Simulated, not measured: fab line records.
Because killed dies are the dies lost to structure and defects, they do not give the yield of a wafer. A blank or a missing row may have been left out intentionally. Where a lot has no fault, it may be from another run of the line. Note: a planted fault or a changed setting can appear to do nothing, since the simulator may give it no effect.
Chamber matching ; flow n5Finfet ; N5_BEOL_M11_STRIP_19 on rieDiel-04: 4 sister chambers
The step strips in O2. 18 wafers are shown with their chamber, then 9 later ones without.

WAFERS, EACH WITH ITS CHAMBER
wafer;chamber;drypumpMotorCurrentA (A);showerheadPlenumPTorr (Torr);throttleValvePct (%)
L075.3;1;5.7;2.07;16.60
L075.4;3;5.0;2.09;16.29
L075.6;3;5.0;2.09;16.34
L078.1;2;6.0;1.98;16.84
L078.2;1;5.7;2.06;16.63
L078.6;3;5.0;2.09;16.33
L081.2;3;5.0;2.09;16.31
L081.5;2;6.0;1.98;16.84
L081.6;1;5.7;2.06;16.62
L082.1;2;6.0;1.98;16.85
L082.2;3;5.1;2.09;16.33
L082.3;1;5.7;2.06;16.64
L087.2;0;5.7;2.12;16.88
L087.3;1;5.7;2.06;16.67
L087.6;1;5.7;2.06;16.66
L086.2;3;5.0;2.08;16.36
L086.4;3;5.0;2.08;16.37
L086.5;1;5.7;2.06;16.67

SIGNATURES (means of the wafers above)
reading;chamber 0;chamber 1;chamber 2;chamber 3;scatter within a chamber
drypumpMotorCurrentA;5.700;5.700;6.000;5.014;0.0247
showerheadPlenumPTorr;2.1200;2.0614;1.9800;2.0871;0.00404
throttleValvePct;16.8800;16.6414;16.8433;16.3329;0.0252
Rule: a wafer's distance from a chamber is the root of the sum, over the readings, of the square of ((its reading less the chamber's mean) divided by the reading's scatter). The wafer belongs to the nearest chamber; if the next one is less than 2 further off, it can't be placed. The scatter is the square root of a quotient: the sum, over the shown wafers, of each reading's squared deviation from its chamber's mean, divided by wafers minus chambers.

WAFERS WITH NO CHAMBER GIVEN
wafer;drypumpMotorCurrentA (A);showerheadPlenumPTorr (Torr);throttleValvePct (%)
L088.1;5.7;2.06;16.67
L088.3;5.7;2.12;16.93
L088.4;5.0;2.08;16.35
L094.2;6.0;2.24;16.40
L094.3;5.7;2.05;16.70
L094.6;6.0;2.24;16.41
L095.1;5.7;2.05;16.72
L095.3;6.0;2.23;16.43
L095.5;5.0;2.08;16.39

EACH ONE'S CHAMBER
wafer;from the rows above;in truth
L088.1;1;1
L088.3;0;0
L088.4;3;3
L094.2;0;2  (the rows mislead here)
L094.3;1;1
L094.6;0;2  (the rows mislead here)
L095.1;1;1
L095.3;0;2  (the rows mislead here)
L095.5;3;3
Correctly placed: 6 of 9. From these rows, 0 cannot be placed. Placed wrongly: 3.
